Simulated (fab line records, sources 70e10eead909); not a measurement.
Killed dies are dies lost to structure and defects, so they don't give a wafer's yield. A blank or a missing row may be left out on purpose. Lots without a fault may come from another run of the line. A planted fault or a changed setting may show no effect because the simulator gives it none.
Which tool did it? | flow nand_harc | 14 lots, 40 wafers sampled, at 6 steps of a route of 1159

WHAT THE GAUGES READ, wafer by wafer
NHARC_A_SOURCE_PLATE_THK_MEAS_06: measures by ellipsometry.
lot  | measured     | on            | thk_nm (nm)
L200 | day 7 13:35  | film_metro-02 | 200.2 202.3 198.0
L201 | day 7 23:05  | film_metro-02 | 202.0 202.3 202.8
L202 | day 8 05:19  | film_metro-02 | 200.4 202.8 202.0
L205 | day 8 21:14  | film_metro-01 | 197.2 196.3 195.1
L203 | day 8 21:14  | film_metro-02 | 203.0 202.1 201.8
L204 | day 8 21:14  | film_metro-01 | 196.1 196.4 198.4
L207 | day 9 08:54  | film_metro-01 | 200.9 199.3 200.9
L206 | day 9 08:55  | film_metro-01 | 198.1 199.4 198.7
L213 | day 11 23:23 | film_metro-01 | 196.2 198.9 197.3
L217 | day 11 23:23 | film_metro-02 | 199.3
L219 | day 12 12:27 | film_metro-02 | 200.8 201.0 201.0
L221 | day 12 17:04 | film_metro-01 | 199.8 203.1 201.5
L222 | day 12 17:04 | film_metro-02 | 200.6 200.5 198.5
L223 | day 13 06:35 | film_metro-02 | 198.5 199.7 198.7

NHARC_A_ONON_D1_THK_MEAS_18: measures by ellipsometry.
lot  | measured     | on            | thk_nm (nm)
L200 | day 8 00:32  | film_metro-01 | 1013 1013 1015
L201 | day 8 09:10  | film_metro-02 | 1006 1004 1003
L202 | day 8 15:23  | film_metro-02 | 994 991 994
L205 | day 9 07:37  | film_metro-01 | 1005 1004 1005
L203 | day 9 07:17  | film_metro-01 | 993 992 995
L204 | day 9 07:17  | film_metro-02 | 1008 1009 1010
L207 | day 9 20:23  | film_metro-01 | 1015 1016 1016
L206 | day 9 20:24  | film_metro-02 | 1004 1004 1002
L213 | day 12 10:34 | film_metro-02 | 1011 1011 1012
L217 | day 12 10:21 | film_metro-02 | 1009
L219 | day 12 22:30 | film_metro-02 | 1001 999 999
L221 | day 13 03:08 | film_metro-02 | 1006 1006 1007
L222 | day 13 03:09 | film_metro-01 | 995 996 996
L223 | day 13 16:37 | film_metro-02 | 1014 1013 1014

NHARC_A_ONON_D1_THK_MEAS_30: measures by ellipsometry.
lot  | measured     | on            | thk_nm (nm)
L200 | day 8 02:47  | film_metro-02 | 992 991 990
L201 | day 8 11:26  | film_metro-02 | 1010 1009 1009
L202 | day 8 17:39  | film_metro-02 | 1001 1001 1000
L205 | day 9 10:16  | film_metro-02 | 991 992 992
L203 | day 9 09:33  | film_metro-01 | 1010 1009 1009
L204 | day 9 10:03  | film_metro-02 | 993 995 994
L207 | day 9 22:40  | film_metro-01 | 1002 1001 1001
L206 | day 9 22:49  | film_metro-01 | 990 991 990
L213 | day 12 13:15 | film_metro-01 | 1001 1002 1415
L217 | day 12 12:54 | film_metro-01 | 1411
L219 | day 13 00:46 | film_metro-01 | 993 994 994
L221 | day 13 05:24 | film_metro-01 | 991 990 992
L222 | day 13 05:26 | film_metro-02 | 997 1000 998
L223 | day 13 18:53 | film_metro-02 | 985 985 985

NHARC_END_SORT_01.
lot  | measured     | on        | killed_at_array | killed_at_other | killed_at_periphery | killed_dies | killed_open | killed_short
L213 | day 24 19:40 | prober-01 | 38 30 39        | 0 0 0           | 7 4 1               | 45 34 40    | 6 1 2       | 3 2 0

WHICH TOOL RAN EACH LOT (tool, then ch and the chambers of the sampled wafers, then the start)
lot  | NHARC_A_ZERO_WELL_ETCH_13        | NHARC_A_ONON_D1_DEP_28
L200 | rie_si-05 ch 0,3, day 6 10:17    | pecvd_onon-04 ch 0, day 8 02:24
L201 | rie_si-03 ch 1,3, day 7 01:27    | pecvd_onon-04 ch 0, day 8 10:56
L202 | rie_si-06 ch 1,2,3, day 7 08:00  | pecvd_onon-01 ch 0, day 8 17:08
L205 | rie_si-03 ch 0,1, day 7 21:40    | pecvd_onon-02 ch 0, day 9 09:44
L203 | rie_si-05 ch 1,2,3, day 7 23:07  | pecvd_onon-02 ch 0, day 9 09:02
L204 | rie_si-06 ch 0,1,2, day 8 00:08  | pecvd_onon-04 ch 0, day 9 09:35
L207 | rie_si-06 ch 1,2,3, day 8 11:40  | pecvd_onon-04 ch 0, day 9 22:12
L206 | rie_si-03 ch 0,2, day 8 13:09    | pecvd_onon-02 ch 0, day 9 22:17
L213 | rie_si-06 ch 0,2,3, day 11 02:12 | pecvd_onon-02 ch 0, day 12 12:47
L217 | rie_si-06 ch 1, day 11 03:37     | pecvd_onon-02 ch 0, day 12 12:34
L219 | rie_si-05 ch 0,3, day 11 15:49   | pecvd_onon-04 ch 0, day 13 00:22
L221 | rie_si-06 ch 0,2, day 11 17:14   | pecvd_onon-01 ch 0, day 13 04:54
L222 | rie_si-05 ch 0,1,2, day 11 18:13 | pecvd_onon-04 ch 0, day 13 04:55
L223 | rie_si-05 ch 0,2,3, day 12 08:39 | pecvd_onon-04 ch 0, day 13 18:26
- NHARC_A_ZERO_WELL_ETCH_13: etches the open film in HBr/Cl2, target depth 120 nm, time 40.1 s.
- NHARC_A_ONON_D1_DEP_28: target thk 1000 nm.

WHAT THE TOOLS THEMSELVES READ (means of the sampled wafers that have a number; where no wafer has one, the mark that the record gives instead)
NHARC_A_ZERO_WELL_ETCH_13.
lot  | tool      | drypump_motor_current_A (A) | oes_product_au (a.u.) | throttle_valve_pct (%)
L200 | rie_si-05 | 5.4                         | 1.008                 | 26.398
L201 | rie_si-03 | 6.0                         | 0.991                 | 26.405
L202 | rie_si-06 | 5.4                         | 0.999                 | 26.410
L205 | rie_si-03 | 5.8                         | 0.996                 | 26.403
L203 | rie_si-05 | 5.1                         | 1.008                 | 26.407
L204 | rie_si-06 | 5.2                         | 0.989                 | 26.408
L207 | rie_si-06 | 5.4                         | 0.994                 | 26.403
L206 | rie_si-03 | 5.9                         | 0.992                 | 26.399
L213 | rie_si-06 | 5.5                         | 1.001                 | 26.403
L217 | rie_si-06 | 4.8                         | 0.997                 | 26.404
L219 | rie_si-05 | 6.0                         | 1.000                 | 26.404
L221 | rie_si-06 | 5.4                         | 1.006                 | 26.406
L222 | rie_si-05 | 5.8                         | 1.003                 | 26.408
L223 | rie_si-05 | 5.7                         | 0.999                 | 26.394

THE ANSWER, worked out from the rows above alone
Rule: what is usual is taken from the lots themselves. Put in order of their means at a reading, lots are off if they are a third of the lots or fewer, leave a main group of 4 or more, and stand apart from it by a gap of 3 or more times the standard deviation of the main group's means; of several such gaps the widest counts. A main group whose means are all the same, to the digits that the tables above print for the reading, isn't used. A lot without any number at a reading at which 4 lots or more have one is off too. The other lots that the step has rows for count as sound. The gauges are gone through in route order, then the tools' own readings, and for those a lot's mean is taken as printed above. The first step at which some lot is off is used, and at that step the reading that is off furthest; a lot without a number counts as furthest.
Off: L213, L217, at NHARC_A_ONON_D1_THK_MEAS_30 (thk_nm). The main group: mean 996 nm, standard deviation 7.3.
A tool fits if, at a process step before that reading, it ran every lot that is off, and no sound lot after the first of them. The gauges at NHARC_A_ONON_D1_THK_MEAS_30 are tried like those tools. One fits: pecvd_onon-02 at NHARC_A_ONON_D1_DEP_28. Its last sound lot is L206 (day 9 22:17), its first lot that is off L217 (day 12 12:34): a fault that began between those two fits.

WHAT THE SIMULATOR HAD PUT IN
Process parameter drift: pecvd_onon-02, from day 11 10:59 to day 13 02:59, at NHARC_A_ONON_D1_DEP_28. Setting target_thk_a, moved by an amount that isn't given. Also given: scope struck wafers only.
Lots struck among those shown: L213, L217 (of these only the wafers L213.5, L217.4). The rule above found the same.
